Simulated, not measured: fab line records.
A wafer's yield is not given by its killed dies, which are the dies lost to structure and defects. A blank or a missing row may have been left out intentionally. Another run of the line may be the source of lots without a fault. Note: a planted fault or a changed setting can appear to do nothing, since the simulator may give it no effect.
fab line records	flow n5-finfet
record: lots: 7	wafers: 39
route steps=1938 shown ZERO_LAYER@11 FIN_SAQP@138 SD_EPI_N@278 HKMG_FIN@419 MOL_CONTACT_COAG@608
start-h: hours from the record's opening day to when the first of the lot's shown wafers began	wait-h: hours elapsed since this lot's preceding step	" same as the row above	L1.1+2: a row that stands for several wafers	- no value, or no start given	* or withheld: withheld	< > ~ a bound
route shown NAME@n: a module of which the file shows steps, and the number in the route of the first	usual: mean/standard deviation of fault-free wafers	same: alike in all rows	chamber/n: place in a boat	sites: readings site by site	_std_site: standard deviation of those values	_edge_site: inner sites' mean taken away from outer sites' mean	radius-mm: for every site, how far away it sits from the centre of the wafer	mask NAME#n: copy n	behind: tool/chamber where the wafer was last shaped	hold: the reason the lot was held/the length of the hold in hours/how it ended	device: names the non-switching transistor (n, p or np)	end of line: tests of these same wafers at the route's end	a step with no rows: only its recipe	killed: not the wafer's yield, but the dies lost to structure and defects at the first sort	map: a wafer's dies, marking killed ones x, the rest . and places with no die _
set.NAME: the setting that was run; set.NAME@STEP: the one run at that earlier step	model.NAME: the simulator's own value behind a step, which no gauge read
lots run with intentionally changed settings; tables by step, rows by wafer
== steps ==
step: N5_ZERO_LAYER_DEVELOP_10
recipe: develop-time-s: 60	rinse-liquid: diw	dry: air-spin	dev-temp-c: 21
lot.wafer	tool	chamber	start-h	wait-h	set.develop-time-s
L074.1+2+5	litho-track-03	0	-	-	42.05
L074.3+4+6	"	0	"	"	60
L075.1+2+3+4+5+6	litho-track-02	0	-	-	60
L082.1+5+6	litho-track-01	0	-	-	60
L082.2+3+4	"	0	"	"	82.57
L083.1+5+6	litho-track-01	0	-	-	30.92
L083.2+3+4	"	0	"	"	60
L086.2+3+5	litho-track-02	0	-	-	60
L094.1+2+6	litho-track-03	0	-	-	60
L094.3+4+5	"	0	"	"	26.58
L097.1+2+3+4+5+6	litho-track-02	0	-	-	60
step: N5_ZERO_LAYER_HARDBAKE_23
recipe: temp-c: 130	time-s: 120
step: N5_ZERO_LAYER_CD_MEAS_11
recipe: target-cd-nm: 2000	landing-energy-ev: 500	detector: se-inlens
usual: cd-nm: 1998.7/1.6
lot.wafer	tool	chamber	start-h	wait-h	set.develop-time-s@ZERO_LAYER_DEVELOP_10	cd-nm
L074.1	cd-sem-02	0	12.64	-	42.05	1991.8
L074.2	"	0	"	"	42.05	1991.0
L074.3	"	0	"	"	60	1999.4
L074.4	"	0	"	"	60	1997.1
L074.5	"	0	"	"	42.05	1990.9
L074.6	"	0	"	"	60	1997.0
L075.1	cd-sem-03	0	18.66	-	60	1997.7
L075.2	"	0	"	"	60	2000.0
L075.3	"	0	"	"	60	1997.2
L075.4	"	0	"	"	60	1998.8
L075.5	"	0	"	"	60	2001.3
L075.6	"	0	"	"	60	1997.7
L082.1	cd-sem-02	0	60.64	-	60	1999.2
L082.2	"	0	"	"	82.57	2005.6
L082.3	"	0	"	"	82.57	2008.5
L082.4	"	0	"	"	82.57	2008.2
L082.5	"	0	"	"	60	2000.1
L082.6	"	0	"	"	60	2000.6
L083.1	cd-sem-01	0	66.64	-	30.92	1986.1
L083.2	"	0	"	"	60	1998.8
L083.3	"	0	"	"	60	2001.6
L083.4	"	0	"	"	60	2000.7
L083.5	"	0	"	"	30.92	1988.1
L083.6	"	0	"	"	30.92	1985.9
L086.2	cd-sem-03	0	84.64	-	60	1997.4
L086.3	"	0	"	"	60	1998.7
L086.5	"	0	"	"	60	1999.1
L094.1	cd-sem-01	0	132.64	-	60	1996.7
L094.2	"	0	"	"	60	1997.5
L094.3	"	0	"	"	26.58	1980.7
L094.4	"	0	"	"	26.58	1980.8
L094.5	"	0	"	"	26.58	1980.6
L094.6	"	0	"	"	60	1998.1
L097.1	cd-sem-03	0	150.77	-	60	1997.4
L097.2	"	0	"	"	60	1998.7
L097.3	"	0	"	"	60	2000.1
L097.4	"	0	"	"	60	1998.9
L097.5	"	0	"	"	60	1998.9
L097.6	"	0	"	"	60	1998.4
step: N5_ZERO_LAYER_DESCUM_16
recipe: chemistry: O2	time-s: 7.9	source-power-w: 50	bias-power-w: 20	pressure-mtorr: 20	rf-frequency-hz: 2.712e+07	temp-c: 40	o2-flow-sccm: 225
lot.wafer	tool	chamber	start-h	wait-h	set.develop-time-s@ZERO_LAYER_DEVELOP_10	model.ZERO_LAYER.cd-nm
L074.1+2+5	rie-diel-01	3,0,1	12.90	0.3	42.05	1991
L074.3	"	1	"	"	60	1999
L074.4+6	"	0,3	"	"	60	1997
L075.1+6	rie-diel-03	3	18.70	0.0	60	1998
L075.2	"	0	"	"	60	2000
L075.3	"	1	"	"	60	1997
L075.4	"	2	"	"	60	1999
L075.5	"	0	"	"	60	2001
L082.1	rie-diel-03	2	60.68	0.0	60	1999
L082.2	"	3	"	"	82.57	2006
L082.3	"	0	"	"	82.57	2009
L082.4	"	1	"	"	82.57	2008
L082.5+6	"	3,2	"	"	60	2001
L083.1+6	rie-diel-03	0,2	66.68	0.0	30.92	1986
L083.2	"	2	"	"	60	-
L083.3	"	3	"	"	60	2002
L083.4	"	1	"	"	60	2001
L083.5	"	1	"	"	30.92	1988
L086.2	rie-diel-06	0	84.72	0.1	60	1997
L086.3	"	3	"	"	60	1998
L086.5	"	3	"	"	60	-
L094.1+2	rie-diel-03	1,3	132.68	0.0	60	1997
L094.3	"	2	"	"	26.58	1980
L094.4+5	"	2,3	"	"	26.58	1981
L094.6	"	1	"	"	60	1998
L097.1	rie-diel-01	3	150.80	0.0	60	1997
L097.2+4+5	"	1,2,0	"	"	60	1999
L097.3	"	0	"	"	60	2000
L097.6	"	3	"	"	60	1998
step: N5_FIN_SAQP_SPACER2_ALD_28
recipe: material: SiO2	target-thk-a: 81	temp-c: 300	ald-precursor-family: BDEAS	ald-co-reactant: O2-plasma	pulse-time-s: 1	purge-time-s: 2	co-reactant-purge-time-s: 2	pressure-torr: 2
lot.wafer	tool	chamber	start-h	wait-h	set.target-thk-a	model.SiO2_of_FIN_SAQP_SPACER2_ALD_28.thk-nm
L074.1+5+6	ald-sin-02	2,1,0	27.74	0.1	81	8.2
L074.2+3+4	"	0,1,3	"	"	47.6	4.8
L075.1+2+5	ald-sin-02	0,1,0	31.49	0.1	81	8
L075.3+4+6	"	2,3,1	"	"	108.8	10.8
L082.1+2+3	ald-sin-03	2,1,3	73.58	0.1	81	8.2
L082.4+5+6	"	0,2,1	"	"	94.15	9.4
L083.1+2+6	ald-sin-04	2,0,1	81.42	0.1	81	8
L083.3+4+5	"	1,3,0	"	"	122.5	12.2
L086.2+3+5	ald-sin-02	1,0,1	102.91	0.1	81	8.2
L094.1+5	ald-sin-04	3,0	146.03	1.5	109.1	10.8
L094.2+3+4	"	2,0,1	"	"	81	8
L094.6	"	1	"	"	109.1	11
L097.1+6	ald-sin-02	0,2	163.43	0.1	81	8.2
L097.2+3+4+5	"	2,1,3,3	"	"	81	8
step: N5_FIN_SAQP_SPACER2_ETCHBACK_29
recipe: chemistry: CHF3/O2	mode: anisotropic-etchback	target: SiO2	target-depth-a: 122	time-s: 6.1	pressure-mtorr: 30	source-w: 650	bias-w: 170	Ar_flow_sccm: 200	CHF3_flow_sccm: 50	O2_flow_sccm: 5	ion-energy-ev: 200
step: N5_FIN_SAQP_MANDREL2_REMOVE_60
recipe: chemistry: HBr/Cl2/O2	bt-time-s: 10	target: a-Si	stop-on: SiNx	endpoint: OES-SiCl	over-etch-frac: 1	icp-w: 600	bias-w: 22	HBr_flow_sccm: 150	Cl2_flow_sccm: 80	O2_flow_sccm: 5	pressure-mtorr: 10
lot.wafer	tool	chamber	start-h	wait-h	set.target-thk-a@FIN_SAQP_SPACER2_ALD_28	model.FIN_SAQP.cd-nm
L074.1+6	rie-si-06	1,0	28.17	0.1	81	8
L074.2+3+4	"	0,3,2	"	"	47.6	4.8
L074.5	"	1	"	"	81	8.2
L075.1+2+5	rie-si-02	2,1,2	31.90	0.1	81	8.2
L075.3+6	"	0,3	"	"	108.8	11
L075.4	"	3	"	"	108.8	10.8
L082.1+2+3	rie-si-06	1,3,2	73.99	0.1	81	8.2
L082.4+5	"	0,3	"	"	94.15	9.4
L082.6	"	2	"	"	94.15	9.6
L083.1+2	rie-si-06	0,3	81.83	0.1	81	8
L083.3	"	1	"	"	122.5	12
L083.4+5	"	0,3	"	"	122.5	12.2
L083.6	"	1	"	"	81	8.2
L086.2	rie-si-02	3	103.35	0.1	81	8
L086.3+5	"	1,0	"	"	81	8.2
L094.1	rie-si-05	0	146.44	0.1	109.1	10.8
L094.2+3+4	"	3,2,1	"	"	81	8
L094.5+6	"	3,0	"	"	109.1	11
L097.1+2+6	rie-si-05	1,0,2	163.84	0.1	81	8.2
L097.3+4+5	"	2,3,3	"	"	81	8
step: N5_FIN_SAQP_CD_MEAS_31
recipe: target-cd-nm: 8	landing-energy-ev: 1000	detector: se-inlens	polarity: line
usual: cd-nm: 8.08/0.19
lot.wafer	tool	chamber	start-h	wait-h	set.target-thk-a@FIN_SAQP_SPACER2_ALD_28	cd-nm
L074.1	cd-sem-03	0	28.28	0.1	81	8.05
L074.2	"	0	"	"	47.6	4.80
L074.3	"	0	"	"	47.6	4.66
L074.4	"	0	"	"	47.6	4.66
L074.5	"	0	"	"	81	8.29
L074.6	"	0	"	"	81	8.22
L075.1	cd-sem-01	0	32.01	0.1	81	8.30
L075.2	"	0	"	"	81	7.96
L075.3	"	0	"	"	108.8	11.04
L075.4	"	0	"	"	108.8	10.80
L075.5	"	0	"	"	81	8.21
L075.6	"	0	"	"	108.8	11.12
L082.1	cd-sem-03	0	74.10	0.1	81	8.44
L082.2	"	0	"	"	81	8.23
L082.3	"	0	"	"	81	8.19
L082.4	"	0	"	"	94.15	9.42
L082.5	"	0	"	"	94.15	9.33
L082.6	"	0	"	"	94.15	9.59
L083.1	cd-sem-03	0	81.94	0.1	81	8.00
L083.2	"	0	"	"	81	8.07
L083.3	"	0	"	"	122.5	12.06
L083.4	"	0	"	"	122.5	12.07
L083.5	"	0	"	"	122.5	12.33
L083.6	"	0	"	"	81	8.04
L086.2	cd-sem-03	0	103.46	0.1	81	7.99
L086.3	"	0	"	"	81	8.25
L086.5	"	0	"	"	81	8.47
L094.1	cd-sem-03	0	146.55	0.1	109.1	11.11
L094.2	"	0	"	"	81	8.40
L094.3	"	0	"	"	81	8.39
L094.4	"	0	"	"	81	8.22
L094.5	"	0	"	"	109.1	10.76
L094.6	"	0	"	"	109.1	10.61
L097.1	cd-sem-02	0	163.95	0.1	81	7.94
L097.2	"	0	"	"	81	7.76
L097.3	"	0	"	"	81	8.22
L097.4	"	0	"	"	81	7.97
L097.5	"	0	"	"	81	7.95
L097.6	"	0	"	"	81	8.14
step: N5_FIN_SAQP_HM_OPEN_33
recipe: chemistry: CH3F/O2	target: SiNx	mask-material: SiO2	target-depth-a: 494	time-s: 70.6	pressure-mtorr: 30	source-w: 395	bias-w: 73	Ar_flow_sccm: 150	CH3F_flow_sccm: 30	O2_flow_sccm: 20	ion-energy-ev: 120	ends: cleared
lot.wafer	tool	chamber	start-h	wait-h	set.target-thk-a@FIN_SAQP_SPACER2_ALD_28	model.FIN_SAQP.cd-nm
L074.1+6	rie-diel-05	2,1	28.36	0.1	81	8
L074.2+3+4	"	0,1,3	"	"	47.6	4.8
L074.5	"	2	"	"	81	8.2
L075.1+2+5	rie-diel-04	0,1,0	32.06	0.0	81	8.2
L075.3+6	"	3	"	"	108.8	11
L075.4	"	1	"	"	108.8	10.8
L082.1+2+3	rie-diel-02	0,1,3	74.15	0.0	81	8.2
L082.4+5	"	2	"	"	94.15	9.4
L082.6	"	3	"	"	94.15	9.6
L083.1+2+6	rie-diel-04	1,3,3	81.99	0.0	81	8
L083.3+4+5	"	0,2,2	"	"	122.5	12.2
L086.2	rie-diel-02	0	104.22	0.8	81	8
L086.3+5	"	3,2	"	"	81	8.2
L094.1	rie-diel-04	0	146.60	0.0	109.1	10.8
L094.2+4	"	2,3	"	"	81	8.2
L094.3	"	1	"	"	81	8
L094.5+6	"	0,1	"	"	109.1	11
L097.1+2+3+6	rie-diel-05	2,3,1,1	164.00	0.0	81	8.2
L097.4+5	"	0	"	"	81	8
step: N5_FIN_SAQP_ETCH_34
recipe: chemistry: C4F6/O2	target: SiO2	target-depth-a: 450	time-s: 15	ion-energy-ev: 250	pressure-mtorr: 30	source-w: 345	bias-w: 185	Ar_flow_sccm: 300	C4F6_flow_sccm: 10	O2_flow_sccm: 10	ends: cleared
step: N5_FIN_SAQP_STRIP_77
recipe: chemistry: N2/H2	time-s: 90	power-w: 100	temp-c: 40	pressure-mtorr: 100	rf-frequency-hz: 6e+07	bias-power-w: 3	n2-flow-sccm: 300	h2-flow-sccm: 300
step: N5_FIN_SAQP_HM_CD_35
recipe: target-cd-nm: 8	polarity: line
usual: cd-nm: 8.10/0.22
lot.wafer	tool	chamber	start-h	wait-h	set.target-thk-a@FIN_SAQP_SPACER2_ALD_28	cd-nm
L074.1	cd-sem-01	-	28.58	0.1	81	8.02
L074.2	"	-	"	"	47.6	4.45
L074.3	"	-	"	"	47.6	4.57
L074.4	"	-	"	"	47.6	5.09
L074.5	"	-	"	"	81	7.89
L074.6	"	-	"	"	81	8.04
L075.1	cd-sem-01	-	32.28	0.1	81	8.43
L075.2	"	-	"	"	81	8.31
L075.3	"	-	"	"	108.8	11.37
L075.4	"	-	"	"	108.8	10.90
L075.5	"	-	"	"	81	7.83
L075.6	"	-	"	"	108.8	10.94
L082.1	cd-sem-01	-	74.37	0.1	81	8.26
L082.2	"	-	"	"	81	8.15
L082.3	"	-	"	"	81	8.10
L082.4	"	-	"	"	94.15	9.43
L082.5	"	-	"	"	94.15	9.44
L082.6	"	-	"	"	94.15	9.28
L083.1	cd-sem-03	-	82.20	0.1	81	7.66
L083.2	"	-	"	"	81	7.76
L083.3	"	-	"	"	122.5	12.29
L083.4	"	-	"	"	122.5	11.98
L083.5	"	-	"	"	122.5	12.63
L083.6	"	-	"	"	81	8.12
L086.2	cd-sem-01	-	104.44	0.1	81	8.18
L086.3	"	-	"	"	81	8.40
L086.5	"	-	"	"	81	8.39
L094.1	cd-sem-01	-	146.82	0.1	109.1	10.57
L094.2	"	-	"	"	81	7.92
L094.3	"	-	"	"	81	8.04
L094.4	"	-	"	"	81	8.15
L094.5	"	-	"	"	109.1	11.26
L094.6	"	-	"	"	109.1	10.99
L097.1	cd-sem-03	-	164.21	0.1	81	8.24
L097.2	"	-	"	"	81	8.27
L097.3	"	-	"	"	81	7.95
L097.4	"	-	"	"	81	8.02
L097.5	"	-	"	"	81	8.09
L097.6	"	-	"	"	81	7.99
step: N5_FIN_SAQP_ETCH_64
recipe: chemistry: CF4	target: SiO2	target-depth-a: 15	ion-energy-ev: 350	pressure-mtorr: 10	icp-w: 800	bias-w: 400	cf4-flow-sccm: 80
step: N5_FIN_SAQP_FIN_ETCH_36
recipe: chemistry: HBr/Cl2/O2	target-depth-a: 1200	mask-material: SiNx	time-s: 50.4	bias-w: 102	pressure-mtorr: 10	icp-w: 800	HBr_flow_sccm: 150	Cl2_flow_sccm: 80	O2_flow_sccm: 12
lot.wafer	tool	chamber	start-h	wait-h	set.target-thk-a@FIN_SAQP_SPACER2_ALD_28	model.FIN_SAQP.cd-nm
L074.1+6	rie-si-02	2,1	28.65	0.0	81	8
L074.2+3	"	3,0	"	"	47.6	4.8
L074.4	"	1	"	"	47.6	4.6
L074.5	"	0	"	"	81	8.2
L075.1+2	rie-si-06	1,2	32.35	0.0	81	8.2
L075.3+6	"	3	"	"	108.8	11
L075.4	"	0	"	"	108.8	10.8
L075.5	"	0	"	"	81	8
L082.1+2+3	rie-si-02	3,0,2	74.44	0.0	81	8.2
L082.4+5	"	1,2	"	"	94.15	9.4
L082.6	"	1	"	"	94.15	9.6
L083.1+2+6	rie-si-05	1,0,2	82.27	0.0	81	8
L083.3+4	"	3,2	"	"	122.5	12.2
L083.5	"	3	"	"	122.5	12.4
L086.2	rie-si-05	2	104.50	0.0	81	8
L086.3+5	"	3,0	"	"	81	8.2
L094.1+5+6	rie-si-02	2,1,2	146.88	0.0	109.1	11
L094.2	"	1	"	"	81	8.2
L094.3+4	"	3,0	"	"	81	8
L097.1+5+6	rie-si-06	1,2,1	164.28	0.0	81	8.2
L097.2+3+4	"	2,0,0	"	"	81	8
step: N5_FIN_SAQP_CD_MEAS_37
recipe: target-cd-nm: 8	polarity: line
usual: cd-nm: 8.10/0.24
lot.wafer	tool	chamber	start-h	wait-h	set.target-thk-a@FIN_SAQP_SPACER2_ALD_28	cd-nm
L074.1	cd-sem-02	-	28.76	0.1	81	7.74
L074.2	"	-	"	"	47.6	4.92
L074.3	"	-	"	"	47.6	4.56
L074.4	"	-	"	"	47.6	4.68
L074.5	"	-	"	"	81	8.19
L074.6	"	-	"	"	81	8.22
L075.1	cd-sem-03	-	32.46	0.1	81	8.08
L075.2	"	-	"	"	81	8.30
L075.3	"	-	"	"	108.8	10.86
L075.4	"	-	"	"	108.8	10.98
L075.5	"	-	"	"	81	8.31
L075.6	"	-	"	"	108.8	10.84
L082.1	cd-sem-02	-	74.56	0.1	81	8.10
L082.2	"	-	"	"	81	8.28
L082.3	"	-	"	"	81	8.37
L082.4	"	-	"	"	94.15	9.39
L082.5	"	-	"	"	94.15	9.99
L082.6	"	-	"	"	94.15	9.69
L083.1	cd-sem-02	-	82.39	0.1	81	7.83
L083.2	"	-	"	"	81	8.02
L083.3	"	-	"	"	122.5	12.01
L083.4	"	-	"	"	122.5	11.98
L083.5	"	-	"	"	122.5	12.45
L083.6	"	-	"	"	81	8.03
L086.2	cd-sem-01	-	104.63	0.1	81	7.78
L086.3	"	-	"	"	81	7.91
L086.5	"	-	"	"	81	8.23
L094.1	cd-sem-01	-	147.00	0.1	109.1	10.75
L094.2	"	-	"	"	81	8.14
L094.3	"	-	"	"	81	8.07
L094.4	"	-	"	"	81	8.14
L094.5	"	-	"	"	109.1	11.02
L094.6	"	-	"	"	109.1	10.94
L097.1	cd-sem-03	-	164.40	0.1	81	8.23
L097.2	"	-	"	"	81	7.95
L097.3	"	-	"	"	81	7.94
L097.4	"	-	"	"	81	8.12
L097.5	"	-	"	"	81	8.28
L097.6	"	-	"	"	81	7.84
step: N5_SD_EPI_N_ETCH_45
recipe: chemistry: CH3F/O2	target: SiOCN	target-depth-a: 60	mask-material: SOC	ion-energy-ev: 60	bias-w: 29	pressure-mtorr: 15	source-w: 410	Ar_flow_sccm: 150	CH3F_flow_sccm: 30	O2_flow_sccm: 20
lot.wafer	tool	chamber	start-h	wait-h	set.target-depth-a	model.etch.depth-nm
L074.1	rie-diel-05	3	50.88	0.1	60	6.07
L074.2	"	2	"	"	36.96	3.701
L074.3	"	0	"	"	36.96	3.7
L074.4	"	1	"	"	60	6.1
L074.5	"	1	"	"	60	6.133
L074.6	"	0	"	"	36.96	3.724
L075.1	rie-diel-05	1	55.30	0.1	60	5.891
L075.2	"	2	"	"	60	5.798
L075.3	"	3	"	"	60	5.976
L075.4	"	0	"	"	60	5.885
L075.5	"	1	"	"	60	5.948
L075.6	"	0	"	"	60	5.897
L082.1	rie-diel-04	3	100.45	0.1	60	6.098
L082.2	"	2	"	"	69.94	7.141
L082.3	"	1	"	"	69.94	6.983
L082.4	"	0	"	"	60	6.088
L082.5	"	1	"	"	69.94	6.971
L082.6	"	2	"	"	60	6.157
L083.1	rie-diel-02	2	108.45	0.1	60	5.959
L083.2	"	3	"	"	60	5.879
L083.3	"	0	"	"	60	6.07
L083.4	"	1	"	"	60	5.977
L083.5	"	0	"	"	60	6.028
L083.6	"	1	"	"	60	5.943
L086.2	rie-diel-04	2	126.88	0.1	60	6.054
L086.3	"	3	"	"	60	6.075
L086.5	"	1	"	"	60	5.969
L094.1	rie-diel-04	0	170.07	0.1	92.43	9.431
L094.2	"	3	"	"	60	6.086
L094.3	"	2	"	"	60	6.141
L094.4	"	1	"	"	92.43	9.171
L094.5	"	3	"	"	92.43	9.429
L094.6	"	2	"	"	60	6.091
L097.1	rie-diel-02	1	186.41	0.1	42.73	4.216
L097.2	"	3	"	"	60	5.857
L097.3	"	0	"	"	42.73	4.31
L097.4	"	2	"	"	60	5.908
L097.5	"	2	"	"	60	5.926
L097.6	"	3	"	"	42.73	4.175
step: N5_HKMG_FIN_ALD_36
recipe: material: TiN	target-thk-a: 10	temp-c: 400	ald-precursor-family: TiCl4	ald-co-reactant: NH3	pulse-time-s: 1	purge-time-s: 3	co-reactant-purge-time-s: 2	co-reactant-pulse-time-s: 2	ald-cycles: 47	pressure-torr: 3
lot.wafer	tool	chamber	start-h	wait-h	set.ald-cycles	model.TiN_of_HKMG_FIN_ALD_36.thk-nm
L074.1+2+4	ald-metal-03	1,3,0	74.97	0.0	47	1
L074.3+5+6	"	2,0,1	"	"	34	0.8
L075.1+2+3	ald-metal-02	1,0,2	81.35	0.0	72	1.6
L075.4+5+6	"	3,1,2	"	"	47	1
L082.1+3+4	ald-metal-02	2,1,0	124.22	0.0	22	0.4
L082.2+5+6	"	3,3,2	"	"	47	1
L083.1+2+3+4+5+6	ald-metal-02	3,1,2,0,1,0	132.49	0.0	47	1
L086.2+3+5	ald-metal-03	1,3,3	150.57	0.0	47	1
L094.1+2+3+4+5+6	ald-metal-01	2,1,0,3,0,1	194.07	0.0	47	1
L097.1+5+6	ald-metal-03	0,1,0	210.88	0.0	47	1
L097.2+3+4	"	1,3,2	"	"	38	0.8
step: N5_MOL_CONTACT_COAG_ALD_133
recipe: material: SiO2	target-thk-a: 50	temp-c: 100	ald-precursor-family: BDEAS	ald-co-reactant: O2-plasma	pulse-time-s: 1	co-reactant-pulse-time-s: 1	purge-time-s: 2	co-reactant-purge-time-s: 2	ald-cycles: 35	pressure-torr: 2
lot.wafer	tool	chamber	start-h	wait-h	set.ald-cycles	model.SiO2_of_MOL_CONTACT_COAG_ALD_133.thk-nm
L074.1+2+6	ald-sin-04	0,2,3	104.93	0.1	17	2.4
L074.3+4+5	"	3,1,0	"	"	35	5
L075.1+4+5	ald-sin-04	3,2,0	110.30	0.1	25	3.6
L075.2+3+6	"	0,1,3	"	"	35	5
L082.1+2+3+4+5+6	ald-sin-02	2,0,1,3,3,2	150.68	0.2	35	5
L083.1+2+4	ald-sin-03	3,2,1	158.63	0.8	35	5
L083.3+5+6	"	0,3,0	"	"	53	7.6
L086.2+3+5	ald-sin-04	2,0,1	174.55	0.1	35	5
L094.1+2+5	ald-sin-02	1,2,2	219.77	0.1	35	5
L094.3+4+6	"	3,0,1	"	"	48	6.8
L097.1+3+4	ald-sin-03	2,1,3	235.33	0.1	53	7.6
L097.2+5+6	"	0,3,2	"	"	35	5
== key ==
split: step: N5_ZERO_LAYER_DEVELOP_10	setting: develop-time-s	stated: 60	by: wafer
response: step: N5_ZERO_LAYER_CD_MEAS_11	reading: cd-nm	change: +0.267	per: 1%	r: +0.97
response: step: N5_ZERO_LAYER_DESCUM_16	reading: model.ZERO_LAYER.cd-nm	change: +0.272	per: 1%	r: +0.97
split: step: N5_FIN_SAQP_SPACER2_ALD_28	setting: target-thk-a	stated: 81	by: wafer
response: step: N5_FIN_SAQP_SPACER2_ALD_28	reading: model.SiO2_of_FIN_SAQP_SPACER2_ALD_28.thk-nm	change: +0.0818	per: 1%	r: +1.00
response: step: N5_FIN_SAQP_MANDREL2_REMOVE_60	reading: model.FIN_SAQP.cd-nm	change: +0.0802	per: 1%	r: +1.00
response: step: N5_FIN_SAQP_CD_MEAS_31	reading: cd-nm	change: +0.0798	per: 1%	r: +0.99
response: step: N5_FIN_SAQP_HM_OPEN_33	reading: model.FIN_SAQP.cd-nm	change: +0.0805	per: 1%	r: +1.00
response: step: N5_FIN_SAQP_HM_CD_35	reading: cd-nm	change: +0.0836	per: 1%	r: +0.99
response: step: N5_FIN_SAQP_FIN_ETCH_36	reading: model.FIN_SAQP.cd-nm	change: +0.0824	per: 1%	r: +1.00
response: step: N5_FIN_SAQP_CD_MEAS_37	reading: cd-nm	change: +0.0808	per: 1%	r: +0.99
split: step: N5_SD_EPI_N_ETCH_45	setting: target-depth-a	stated: 60	by: wafer
response: step: N5_SD_EPI_N_ETCH_45	reading: model.etch.depth-nm	change: +0.06	per: 1%	r: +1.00
split: step: N5_HKMG_FIN_ALD_36	setting: ald-cycles	stated: 47	by: wafer
response: step: N5_HKMG_FIN_ALD_36	reading: model.TiN_of_HKMG_FIN_ALD_36.thk-nm	change: +0.0108	per: 1%	r: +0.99
split: step: N5_MOL_CONTACT_COAG_ALD_133	setting: ald-cycles	stated: 35	by: wafer
response: step: N5_MOL_CONTACT_COAG_ALD_133	reading: model.SiO2_of_MOL_CONTACT_COAG_ALD_133.thk-nm	change: +0.0501	per: 1%	r: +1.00
